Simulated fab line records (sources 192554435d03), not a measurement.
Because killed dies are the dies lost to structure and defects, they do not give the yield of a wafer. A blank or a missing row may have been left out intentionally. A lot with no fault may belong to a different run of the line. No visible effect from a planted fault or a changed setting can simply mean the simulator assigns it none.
fab line records	flow n5-finfet
record lots=7	wafers=39
route steps=1938 shown BEOL_M2@844 BEOL_M7@1299 BEOL_M11@1575 BEOL_M15@1809
start-h: start of the lot's first displayed wafer, in hours after the record's first day	wait-h: how many hours have passed since the lot's step before this one	" as in the row above	L1.1+2: a row that stands for several wafers	- no value present, or no start provided	* or withheld: withheld	< > ~ a bound
route shown NAME@n: NAME is a module with steps in the file, n the number in the route of the first one	usual: mean/standard deviation of fault-free wafers	same: alike in all rows	chamber/n: place in a boat	sites: readings site by site	_std_site: the values' standard deviation	_edge_site: outer sites' mean less inner sites'	radius-mm: how far each site lies from the wafer's centre	mask NAME#n: copy n	behind: the last tool/chamber to shape the wafer	hold: what put the lot on hold/how long, in hours/how the hold closed	device: the n, p or np transistor that did not switch	end of line: tests of these same wafers at the route's end	a step without rows: its recipe alone	killed: not the wafer's yield, but the dies lost to structure and defects at the first sort	map: shows each die of a wafer: x if killed, . if not, _ if none is there
set.NAME: the run value of the setting; set.NAME@STEP: its run value at that earlier step	model.NAME: the simulator's own value behind a step, which no gauge read
one table per step and one row per wafer, for lots whose settings were changed on purpose
## steps
# step N5_BEOL_M2_HM_DEP_02
# recipe material=TiN	target-thk-a=200	temp-c=25	chamber-pressure-pa=0.49996
lot.wafer	tool	chamber	start-h	wait-h	set.target-thk-a	model.TiN_of_BEOL_M2_HM_DEP_02.thk-nm
L074.1	pvd-sputter-01	-	131.62	0.5	82.92	8.4
L074.2	"	-	"	"	200	20.4
L074.3	"	-	"	"	82.92	8.2
L074.4	"	-	"	"	200	19.8
L074.5	"	-	"	"	82.92	8
L074.6	"	-	"	"	200	20.2
L077.2	pvd-sputter-02	-	147.22	1.7	200	19.6
L077.4+5	"	-	"	"	200	19.8
L078.1+6	pvd-sputter-03	-	152.13	0.7	200	20.4
L078.2	"	-	"	"	134.9	13.8
L078.3+5	"	-	"	"	134.9	13.6
L078.4	"	-	"	"	200	20.2
L081.1+4	pvd-sputter-01	-	177.76	0.4	200	19.8
L081.2	"	-	"	"	140.5	14.2
L081.3	"	-	"	"	140.5	13.6
L081.5	"	-	"	"	140.5	13.8
L081.6	"	-	"	"	200	20
L087.1+4+6	pvd-sputter-01	-	218.80	0.7	104.6	10.4
L087.2	"	-	"	"	200	19.6
L087.3	"	-	"	"	200	20
L087.5	"	-	"	"	200	20.2
L091.1+5	pvd-sputter-02	-	230.58	1.1	200	19.6
L091.2+4	"	-	"	"	241	23.8
L091.3	"	-	"	"	200	19.8
L091.6	"	-	"	"	241	24
L095.1	pvd-sputter-03	-	259.12	1.2	120.1	12.2
L095.2	"	-	"	"	200	20
L095.3	"	-	"	"	200	20.2
L095.4+5	"	-	"	"	120.1	12.4
L095.6	"	-	"	"	200	20.4
# step N5_BEOL_M2_COAT_61
# recipe resist=SOC	temp-c=250	time-s=60	spin-rpm=1500	resist-thk-nm=60
# step N5_BEOL_M2_COAT_62
# recipe resist=SiARC	temp-c=220	time-s=60	spin-rpm=1500	resist-thk-nm=12
# step N5_BEOL_M2_STRIP_75
# recipe chemistry=N2/H2	temp-c=40	n2-flow-sccm=200	h2-flow-sccm=200	rf-frequency-hz=6e+07
# step N5_BEOL_M2_STRIP_66
# recipe chemistry=CF4	resist=SiARC	power-w=300	bias-power-w=75	pressure-mtorr=50	cf4-flow-sccm=150	rf-frequency-hz=6e+07
# step N5_BEOL_M2_HM_OPEN_17
# recipe chemistry=Cl2/BCl3	target-depth-a=200	overetch-a=60	target=TiN	mask-material=SOC	ion-energy-ev=150	pressure-mtorr=10	icp-w=1000	bias-w=126	Cl2_flow_sccm=53.25	bcl3-flow-sccm=21.75	Ar_flow_sccm=25
# usual oes-product-au=0.64/0.075
lot.wafer	tool	chamber	start-h	wait-h	set.target-thk-a@BEOL_M2_HM_DEP_02	oes-product-au	model.etch.depth-nm
L074.1	rie-metal-01	0	132.56	0.0	82.92	0.40	8.481
L074.2	"	1	"	"	200	0.68	20.31
L074.3	"	1	"	"	82.92	0.45	8.285
L074.4	"	0	"	"	200	0.60	19.83
L074.5	"	1	"	"	82.92	0.44	8.041
L074.6	"	0	"	"	200	0.60	20.18
L077.2	rie-metal-02	0	148.09	0.0	200	0.53	19.68
L077.4	"	1	"	"	200	0.63	19.86
L077.5	"	1	"	"	200	0.62	19.76
L078.1	rie-metal-03	0	152.90	0.0	200	0.68	20.43
L078.2	"	0	"	"	134.9	0.56	13.82
L078.3	"	0	"	"	134.9	0.55	13.65
L078.4	"	0	"	"	200	0.68	20.24
L078.5	"	0	"	"	134.9	0.55	13.7
L078.6	"	0	"	"	200	0.68	20.48
L081.1	rie-metal-02	1	178.54	0.0	200	0.62	19.88
L081.2	"	0	"	"	140.5	0.45	14.22
L081.3	"	1	"	"	140.5	0.52	13.7
L081.4	"	0	"	"	200	0.53	19.89
L081.5	"	1	"	"	140.5	0.51	13.86
L081.6	"	0	"	"	200	0.53	19.95
L087.1	rie-metal-03	0	219.57	0.0	104.6	0.48	10.47
L087.2	"	1	"	"	200	0.79	19.67
L087.3	"	1	"	"	200	0.79	19.95
L087.4	"	0	"	"	104.6	0.48	10.44
L087.5	"	1	"	"	200	0.80	20.12
L087.6	"	0	"	"	104.6	0.48	10.44
L091.1	rie-metal-03	0	231.35	0.0	200	0.65	19.63
L091.2	"	1	"	"	241	0.87	23.8
L091.3	"	0	"	"	200	0.65	19.73
L091.4	"	1	"	"	241	0.87	23.73
L091.5	"	1	"	"	200	0.77	19.62
L091.6	"	0	"	"	241	0.73	24.01
L095.1	rie-metal-01	0	259.89	0.0	120.1	0.46	12.16
L095.2	"	1	"	"	200	0.64	20.09
L095.3	"	0	"	"	200	0.58	20.24
L095.4	"	1	"	"	120.1	0.51	12.35
L095.5	"	0	"	"	120.1	0.46	12.44
L095.6	"	1	"	"	200	0.65	20.33
# step N5_BEOL_M7_DESCUM_33
# recipe chemistry=O2	time-s=7	source-power-w=50	bias-power-w=20	pressure-mtorr=20	rf-frequency-hz=2.712e+07	temp-c=40	resist=CAR-EUV	o2-flow-sccm=225
lot.wafer	tool	chamber	start-h	wait-h	set.time-s	model.CAR-EUV_of_BEOL_M7_COAT_22.thk-nm
L074.1+2	rie-diel-03	0,1	188.31	0.0	10.66	24.2
L074.3+6	"	2	"	"	7	26
L074.4	"	3	"	"	10.66	24.4
L074.5	"	3	"	"	7	26.2
L077.2+4+5	rie-diel-05	1,3,0	214.58	0.0	7	26
L078.1+2+3+4+5+6	rie-diel-03	0,2,3,1,0,3	222.34	0.0	7	26
L081.1+2+3+4+5+6	rie-diel-03	3,1,2,0,3,2	241.74	0.0	7	26
L087.1+2+3+5	rie-diel-04	3,2,0,2	286.99	0.0	7	26.2
L087.4+6	"	1,3	"	"	7	26
L091.1+4+5+6	rie-diel-03	0,2,1,0	311.08	0.1	7	26
L091.2+3	"	1,2	"	"	7	26.2
L095.1+3+6	rie-diel-05	0,2,0	325.57	0.0	7	26
L095.2+5	"	1,3	"	"	10.86	24.2
L095.4	"	3	"	"	10.86	24
# step N5_BEOL_M7_ETCH_72
# recipe chemistry=N2/H2	target=underlayer	target-depth-a=65	mask-material=CAR-EUV	time-s=5.2	ion-energy-ev=200	pressure-mtorr=30	source-w=840	bias-w=150	n2-flow-sccm=200	h2-flow-sccm=200	ends=cleared
lot.wafer	tool	chamber	start-h	wait-h	set.time-s@BEOL_M7_DESCUM_33	model.CAR-EUV_of_BEOL_M7_COAT_22.thk-nm
L074.1+2+4	rie-diel-03	0,1,3	188.35	0.0	10.66	18.6
L074.3+5+6	"	2,3,2	"	"	7	20.4
L077.2+4	rie-diel-05	1,3	214.62	0.0	7	20.2
L077.5	"	0	"	"	7	20.4
L078.1+2+4+5+6	rie-diel-03	0,2,1,0,3	222.37	0.0	7	20.2
L078.3	"	3	"	"	7	20.4
L081.1+2+5+6	rie-diel-03	3,1,3,2	241.77	0.0	7	20.4
L081.3+4	"	2,0	"	"	7	20.2
L087.1+2+4+5+6	rie-diel-04	3,2,1,2,3	287.03	0.0	7	20.4
L087.3	"	0	"	"	7	20.6
L091.1+2+3+4+5+6	rie-diel-03	0,1,2,2,1,0	311.11	0.0	7	20.4
L095.1+6	rie-diel-05	0	325.61	0.0	7	20.4
L095.2+4+5	"	1,3,3	"	"	10.86	18.4
L095.3	"	2	"	"	7	20.2
# step N5_BEOL_M11_VIA_ETCH_34
# recipe chemistry=C4F6/O2	target=SiCOH_lowk	target-depth-a=1845	mask-material=SOC	taper-deg=4	time-s=69.2	ion-energy-ev=250	pressure-mtorr=30	source-w=345	bias-w=185	Ar_flow_sccm=300	C4F6_flow_sccm=10	O2_flow_sccm=10
lot.wafer	tool	chamber	start-h	wait-h	set.target-depth-a	model.etch.depth-nm	model.SOC_of_BEOL_M11_COAT_63.thk-nm
L074.1	rie-diel-04	1	221.58	0.0	2394	238	89.8
L074.2	"	3	"	"	1845	181.1	92.4
L074.3	"	0	"	"	2394	239	89.8
L074.4	"	2	"	"	1845	182.7	92.2
L074.5	"	0	"	"	1845	186.4	91.8
L074.6	"	1	"	"	2394	237	89.8
L077.2	rie-diel-03	2	247.77	0.0	1845	185.5	91.8
L077.4	"	3	"	"	1845	186.5	91.8
L077.5	"	1	"	"	1845	188.3	91.6
L078.1	rie-diel-05	1	255.52	0.0	2412	238	89.8
L078.2	"	3	"	"	2412	246.8	89.4
L078.3	"	2	"	"	1845	182.4	92.2
L078.4	"	0	"	"	2412	240.3	89.4
L078.5	"	3	"	"	1845	188.2	92
L078.6	"	0	"	"	1845	182.9	92
L081.1	rie-diel-03	0	280.50	0.0	1845	182.2	92.2
L081.2	"	3	"	"	2409	242.3	89.8
L081.3	"	2	"	"	1845	186.8	92
L081.4	"	1	"	"	2409	245.4	89.2
L081.5	"	1	"	"	2409	245.4	89.4
L081.6	"	2	"	"	1845	185	91.6
L087.1	rie-diel-05	0	322.22	0.0	1845	181.6	92.2
L087.2	"	1	"	"	924.8	90.16	96.4
L087.3	"	2	"	"	1845	180.7	92.4
L087.4	"	3	"	"	924.8	94.47	96
L087.5	"	3	"	"	1845	185.7	92.2
L087.6	"	2	"	"	924.8	90.78	96.2
L091.1	rie-diel-05	0	342.38	0.0	1845	180.9	92.2
L091.2	"	2	"	"	1845	180.8	92.4
L091.3	"	3	"	"	1845	187.4	92
L091.4	"	2	"	"	1845	181.1	92.4
L091.5	"	3	"	"	1845	187.3	92
L091.6	"	0	"	"	1845	182	92.4
L095.1	rie-diel-03	3	362.87	0.0	2229	220.1	90.6
L095.2	"	2	"	"	1845	182.7	92
L095.3	"	1	"	"	1845	186.2	91.8
L095.4	"	2	"	"	2229	222.8	90.2
L095.5	"	1	"	"	1845	186	92
L095.6	"	3	"	"	2229	220	90.6
# step N5_BEOL_M15_TRENCH_ETCH_34
# recipe chemistry=C4F8/O2/Ar	target=SiO2	target-depth-a=8729.3	he-inner-torr=15	he-outer-torr=30	time-s=199	ion-energy-ev=800	pressure-mtorr=20	source-w=1905	bias-w=2040	Ar_flow_sccm=400	C4F8_flow_sccm=16	O2_flow_sccm=12
lot.wafer	tool	chamber	start-h	wait-h	set.target-depth-a	model.etch.depth-nm	model.coat_of_BEOL_M15_COAT_22.thk-nm	model.BEOL_M15.cd-nm
L074.1	rie-diel-05	3	245.06	0.0	12190	1249	470.6	402.8
L074.2	"	0	"	"	12190	1210	479	401.4
L074.3	"	2	"	"	8729.3	859.5	547.2	398
L074.4	"	1	"	"	8729.3	864.5	545.8	397.8
L074.5	"	1	"	"	8729.3	869	546	397
L074.6	"	0	"	"	12190	1208	477.8	401.8
L077.2	rie-diel-03	2	271.02	0.0	8729.3	885.1	538.8	400.8
L077.4	"	0	"	"	8729.3	875.7	542.2	399.4
L077.5	"	3	"	"	8729.3	872.6	540.4	400.6
L078.1	rie-diel-03	0	285.05	0.0	8729.3	858.2	547.2	398.2
L078.2	"	2	"	"	7032	706.9	573.4	397.2
L078.3	"	3	"	"	7032	700.6	577.4	396.6
L078.4	"	1	"	"	8729.3	892.7	537.6	400.2
L078.5	"	1	"	"	7032	710.2	573.2	398.2
L078.6	"	2	"	"	8729.3	880.1	536.2	398.2
L081.1	rie-diel-05	3	310.27	0.0	8729.3	885.4	544.8	399.2
L081.2	"	2	"	"	11440	1125	494.2	399
L081.3	"	1	"	"	11440	1126	494	400.6
L081.4	"	0	"	"	11440	1128	493.6	403
L081.5	"	3	"	"	8729.3	888	542.6	399.2
L081.6	"	2	"	"	8729.3	855.6	547.4	399
L087.1	rie-diel-05	2	347.14	0.0	8729.3	861	542.2	403.6
L087.2	"	3	"	"	10790	1094	497.2	404.6
L087.3	"	1	"	"	10790	1067	501.8	403.2
L087.4	"	0	"	"	10790	1076	503.2	405.6
L087.5	"	2	"	"	8729.3	864.5	547.2	401.6
L087.6	"	3	"	"	8729.3	892.1	540.2	402.8
L091.1	rie-diel-05	1	368.79	0.0	8729.3	867.7	546	402.6
L091.2	"	0	"	"	8729.3	860.2	548.4	403.2
L091.3	"	3	"	"	8729.3	885.6	544.4	401.2
L091.4	"	1	"	"	8729.3	853.3	550.2	400.8
L091.5	"	0	"	"	8729.3	857.2	547.4	402.6
L091.6	"	3	"	"	8729.3	889.1	541	402.2
L095.1	rie-diel-03	1	382.86	0.0	8729.3	883.5	542.8	401.2
L095.2	"	2	"	"	8729.3	874.5	543.2	401.6
L095.3	"	3	"	"	8729.3	872.4	548.6	400.4
L095.4	"	3	"	"	3532	348.1	653.2	396.2
L095.5	"	1	"	"	3532	357.4	648	396
L095.6	"	2	"	"	3532	353.8	649.6	396.2
# step N5_BEOL_M15_STRIP_36
# recipe chemistry=O2	power-w=600	temp-c=60	pressure-mtorr=30	rf-frequency-hz=6e+07	bias-power-w=0	overash-fraction=0.3	o2-flow-sccm=225
# step N5_BEOL_M15_STRIP_62
# recipe chemistry=O2	power-w=600	temp-c=60	pressure-mtorr=30	rf-frequency-hz=6e+07	bias-power-w=0	overash-fraction=0.3	o2-flow-sccm=225
# step N5_BEOL_M15_STRIP_37
# recipe chemistry=O2	power-w=600	temp-c=60	pressure-mtorr=30	rf-frequency-hz=6e+07	bias-power-w=0	overash-fraction=0.3	o2-flow-sccm=225
# step N5_BEOL_M15_ETCH_38
# recipe chemistry=CF4/N2	target=SiCN	target-depth-a=1064	taper-deg=2	time-s=120.5	ion-energy-ev=150	mask-material=SiO2	pressure-mtorr=40	source-w=430	bias-w=70	Ar_flow_sccm=100	cf4-flow-sccm=60	n2-flow-sccm=60
lot.wafer	tool	chamber	start-h	wait-h	set.target-depth-a@BEOL_M15_TRENCH_ETCH_34	model.BEOL_M15.cd-nm
L074.1	rie-diel-04	3	-	-	12190	402.8
L074.2	"	1	"	"	12190	401.4
L074.3	"	2	"	"	8729.3	398.2
L074.4	"	0	"	"	8729.3	398
L074.5	"	1	"	"	8729.3	397
L074.6	"	0	"	"	12190	402
L077.2+5	rie-diel-04	3,2	-	-	8729.3	400.6
L077.4	"	0	"	"	8729.3	399.4
L078.1+6	rie-diel-03	1,3	-	-	8729.3	398.2
L078.2	"	3	"	"	7032	397.2
L078.3	"	2	"	"	7032	396.6
L078.4	"	0	"	"	8729.3	400.2
L078.5	"	2	"	"	7032	398.2
L081.1+6	rie-diel-03	0,1	-	-	8729.3	399
L081.2	"	2	"	"	11440	399
L081.3	"	1	"	"	11440	400.4
L081.4	"	0	"	"	11440	403
L081.5	"	2	"	"	8729.3	399.2
L087.1	rie-diel-04	2	-	-	8729.3	403.6
L087.2	"	1	"	"	10790	404.8
L087.3	"	0	"	"	10790	403.2
L087.4	"	3	"	"	10790	405.6
L087.5	"	0	"	"	8729.3	401.6
L087.6	"	3	"	"	8729.3	402.8
L091.1+5	rie-diel-05	0,1	-	-	8729.3	402.6
L091.2	"	3	"	"	8729.3	403.2
L091.3	"	1	"	"	8729.3	401.2
L091.4	"	0	"	"	8729.3	401
L091.6	"	3	"	"	8729.3	402.2
L095.1	rie-diel-03	2	-	-	8729.3	401
L095.2	"	1	"	"	8729.3	401.6
L095.3	"	3	"	"	8729.3	400.4
L095.4+5+6	"	2,1,3	"	"	3532	396.2
# step N5_BEOL_M15_PRECLEAN_39
# recipe chemistry=residue-remover	time-s=60	temp-c=40
# step N5_BEOL_M15_SRD_40
# recipe time-s=30	temp-c=23	rinse-liquid=diw	dry=n2-spin	spin-rpm=1500	dry-time-s=30
# step N5_BEOL_M15_ECD_47
# recipe material=Cu	target-thk-a=18600
# step N5_BEOL_M15_ANNEAL_48
# recipe temp-c=225	time-s=90	ambient=N2
# step N5_BEOL_M15_CMP_49
# recipe stop-on=SiO2	t-overpolish-s=4.9	down-force-psi=2	platen-rpm=80	clearing-platen-down-force-psi=2	clearing-platen-rpm=80	post-cmp-clean=cu-alkaline	target-thk-nm=850	clearing-platen-pad-velocity-m-s=1.5917	pad-velocity-m-s=1.5917
lot.wafer	tool	chamber	start-h	wait-h	set.target-depth-a@BEOL_M15_TRENCH_ETCH_34	model.Cu_of_BEOL_M15_ECD_47.thk-nm
L074.2	cmp-02	0	249.39	0.2	12190	1188
L074.1	"	1	"	"	12190	1227
L074.3	"	2	"	"	8729.3	836.2
L074.4	"	3	"	"	8729.3	843
L074.5	"	0	"	"	8729.3	846.4
L074.6	"	1	"	"	12190	1187
L077.4	cmp-01	2	280.19	0.2	8729.3	853.6
L077.2	"	3	"	"	8729.3	864.2
L077.5	"	0	"	"	8729.3	849.6
L078.2	cmp-01	2	300.80	0.2	7032	685.4
L078.1	"	3	"	"	8729.3	835
L078.3	"	0	"	"	7032	676.2
L078.4	"	1	"	"	8729.3	869.4
L078.6	"	2	"	"	8729.3	857.4
L078.5	"	3	"	"	7032	688.2
L081.2+3	cmp-03	0,1	314.16	0.2	11440	1103
L081.1	"	2	"	"	8729.3	864
L081.4	"	3	"	"	11440	1105
L081.6	"	0	"	"	8729.3	833
L081.5	"	1	"	"	8729.3	864.8
L087.4	cmp-02	1	350.78	0.1	10790	1053
L087.1	"	2	"	"	8729.3	837.8
L087.2	"	3	"	"	10790	1073
L087.3	"	0	"	"	10790	1044
L087.5	"	1	"	"	8729.3	843.2
L087.6	"	2	"	"	8729.3	869.2
L091.3	cmp-01	1	370.68	0.2	8729.3	862.8
L091.1	"	2	"	"	8729.3	843.6
L091.4	"	3	"	"	8729.3	830.4
L091.2	"	0	"	"	8729.3	836.8
L091.5	"	1	"	"	8729.3	834.2
L091.6	"	2	"	"	8729.3	864.8
L095.2	cmp-01	3	385.90	0.2	8729.3	851
L095.3	"	0	"	"	8729.3	846.8
L095.1	"	1	"	"	8729.3	860
L095.4	"	2	"	"	3532	322.6
L095.6	"	3	"	"	3532	328.6
L095.5	"	0	"	"	3532	332.4
# step N5_BEOL_M15_THK_MEAS_50
# recipe thk-meas-gauge=xrf	reads=Cu_of_BEOL_M15_ECD_47
# usual M15_THK=849/15
lot.wafer	tool	chamber	start-h	wait-h	set.target-depth-a@BEOL_M15_TRENCH_ETCH_34	M15_THK[nm]
L074.1	film-metro-02	-	249.69	-	12190	1225
L074.2	"	-	"	"	12190	1189
L074.3	"	-	"	"	8729.3	836
L074.4	"	-	"	"	8729.3	841
L074.5	"	-	"	"	8729.3	847
L074.6	"	-	"	"	12190	1187
L077.2	film-metro-01	-	280.41	-	8729.3	872
L077.4	"	-	"	"	8729.3	862
L077.5	"	-	"	"	8729.3	856
L078.1	film-metro-02	-	301.09	-	8729.3	837
L078.2	"	-	"	"	7032	689
L078.3	"	-	"	"	7032	678
L078.4	"	-	"	"	8729.3	871
L078.5	"	-	"	"	7032	690
L078.6	"	-	"	"	8729.3	861
L081.1	film-metro-01	-	314.45	-	8729.3	873
L081.2	"	-	"	"	11440	1106
L081.3	"	-	"	"	11440	1110
L081.4	"	-	"	"	11440	1110
L081.5	"	-	"	"	8729.3	866
L081.6	"	-	"	"	8729.3	838
L087.1	film-metro-02	-	351.07	-	8729.3	834
L087.2	"	-	"	"	10790	1062
L087.3	"	-	"	"	10790	1034
L087.4	"	-	"	"	10790	1045
L087.5	"	-	"	"	8729.3	838
L087.6	"	-	"	"	8729.3	859
L091.1	film-metro-02	-	370.98	-	8729.3	849
L091.2	"	-	"	"	8729.3	842
L091.3	"	-	"	"	8729.3	870
L091.4	"	-	"	"	8729.3	834
L091.5	"	-	"	"	8729.3	839
L091.6	"	-	"	"	8729.3	870
L095.1	film-metro-01	-	386.19	-	8729.3	857
L095.2	"	-	"	"	8729.3	857
L095.3	"	-	"	"	8729.3	853
L095.4	"	-	"	"	3532	322
L095.5	"	-	"	"	3532	330
L095.6	"	-	"	"	3532	328
# step N5_BEOL_M15_PRE_CLEAN_52
# recipe gas=NH3	time-s=15	temp-c=withheld	rf-power-w=300
# step N5_BEOL_M15_DEP_53
# recipe material=SiCN	target-thk-a=500	temp-c=withheld	precursor=3MS/NH3	pressure-torr=3	rf-w=675	time-s=17.8
# step N5_BEOL_M15_RS_MEAS_54
# recipe thk-meas-gauge=four-point-probe	reads=Cu_of_BEOL_M15_ECD_47+Ta_of_BEOL_M15_SPUTTER_44+TaN_of_BEOL_M15_SPUTTER_43
# usual M15_RS=0.0216/0.00035
lot.wafer	tool	chamber	start-h	wait-h	set.target-depth-a@BEOL_M15_TRENCH_ETCH_34	M15_RS[ohm/sq]
L074.1	film-metro-01	-	249.82	0.0	12190	0.0148
L074.2	"	-	"	"	12190	0.0153
L074.3	"	-	"	"	8729.3	0.0219
L074.4	"	-	"	"	8729.3	0.0217
L074.5	"	-	"	"	8729.3	0.0217
L074.6	"	-	"	"	12190	0.0153
L077.2	film-metro-02	-	280.54	0.1	8729.3	0.0212
L077.4	"	-	"	"	8729.3	0.0214
L077.5	"	-	"	"	8729.3	0.0215
L078.1	film-metro-01	-	301.22	0.0	8729.3	0.0219
L078.2	"	-	"	"	7032	0.0268
L078.3	"	-	"	"	7032	0.0272
L078.4	"	-	"	"	8729.3	0.0211
L078.5	"	-	"	"	7032	0.0267
L078.6	"	-	"	"	8729.3	0.0213
L081.1	film-metro-01	-	314.58	0.0	8729.3	0.0212
L081.2	"	-	"	"	11440	0.0166
L081.3	"	-	"	"	11440	0.0166
L081.4	"	-	"	"	11440	0.0165
L081.5	"	-	"	"	8729.3	0.0212
L081.6	"	-	"	"	8729.3	0.0220
L087.1	film-metro-01	-	351.20	0.0	8729.3	0.0219
L087.2	"	-	"	"	10790	0.0170
L087.3	"	-	"	"	10790	0.0175
L087.4	"	-	"	"	10790	0.0173
L087.5	"	-	"	"	8729.3	0.0217
L087.6	"	-	"	"	8729.3	0.0211
L091.1	film-metro-01	-	371.10	0.0	8729.3	0.0217
L091.2	"	-	"	"	8729.3	0.0218
L091.3	"	-	"	"	8729.3	0.0212
L091.4	"	-	"	"	8729.3	0.0220
L091.5	"	-	"	"	8729.3	0.0219
L091.6	"	-	"	"	8729.3	0.0212
L095.1	film-metro-02	-	386.35	0.1	8729.3	0.0213
L095.2	"	-	"	"	8729.3	0.0215
L095.3	"	-	"	"	8729.3	0.0216
L095.4	"	-	"	"	3532	0.0582
L095.5	"	-	"	"	3532	0.0565
L095.6	"	-	"	"	3532	0.0571
## key
split step=N5_BEOL_M2_HM_DEP_02	setting=target-thk-a	stated=200	by=wafer
response step=N5_BEOL_M2_HM_DEP_02	reading=model.TiN_of_BEOL_M2_HM_DEP_02.thk-nm	change=+0.202	per=1%	r=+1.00
response step=N5_BEOL_M2_HM_OPEN_17	reading=oes-product-au	change=+0.00424	per=1%	r=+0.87
response step=N5_BEOL_M2_HM_OPEN_17	reading=model.etch.depth-nm	change=+0.201	per=1%	r=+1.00
split step=N5_BEOL_M7_DESCUM_33	setting=time-s	stated=7	by=wafer
response step=N5_BEOL_M7_DESCUM_33	reading=model.CAR-EUV_of_BEOL_M7_COAT_22.thk-nm	change=-0.0341	per=1%	r=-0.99
response step=N5_BEOL_M7_ETCH_72	reading=model.CAR-EUV_of_BEOL_M7_COAT_22.thk-nm	change=-0.0348	per=1%	r=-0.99
split step=N5_BEOL_M11_VIA_ETCH_34	setting=target-depth-a	stated=1845	by=wafer
response step=N5_BEOL_M11_VIA_ETCH_34	reading=model.etch.depth-nm	change=+1.85	per=1%	r=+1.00
response step=N5_BEOL_M11_VIA_ETCH_34	reading=model.SOC_of_BEOL_M11_COAT_63.thk-nm	change=-0.079	per=1%	r=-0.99
split step=N5_BEOL_M15_TRENCH_ETCH_34	setting=target-depth-a	stated=8729.3	by=wafer
response step=N5_BEOL_M15_TRENCH_ETCH_34	reading=model.etch.depth-nm	change=+8.74	per=1%	r=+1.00
response step=N5_BEOL_M15_TRENCH_ETCH_34	reading=model.coat_of_BEOL_M15_COAT_22.thk-nm	change=-1.76	per=1%	r=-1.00
response step=N5_BEOL_M15_TRENCH_ETCH_34	reading=model.BEOL_M15.cd-nm	change=+0.0847	per=1%	r=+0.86
response step=N5_BEOL_M15_ETCH_38	reading=model.BEOL_M15.cd-nm	change=+0.0834	per=1%	r=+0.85
response step=N5_BEOL_M15_CMP_49	reading=model.Cu_of_BEOL_M15_ECD_47.thk-nm	change=+8.75	per=1%	r=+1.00
response step=N5_BEOL_M15_THK_MEAS_50	reading=M15_THK	change=+8.78	per=1%	r=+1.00
response step=N5_BEOL_M15_RS_MEAS_54	reading=M15_RS	change=-0.000392	per=1%	r=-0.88
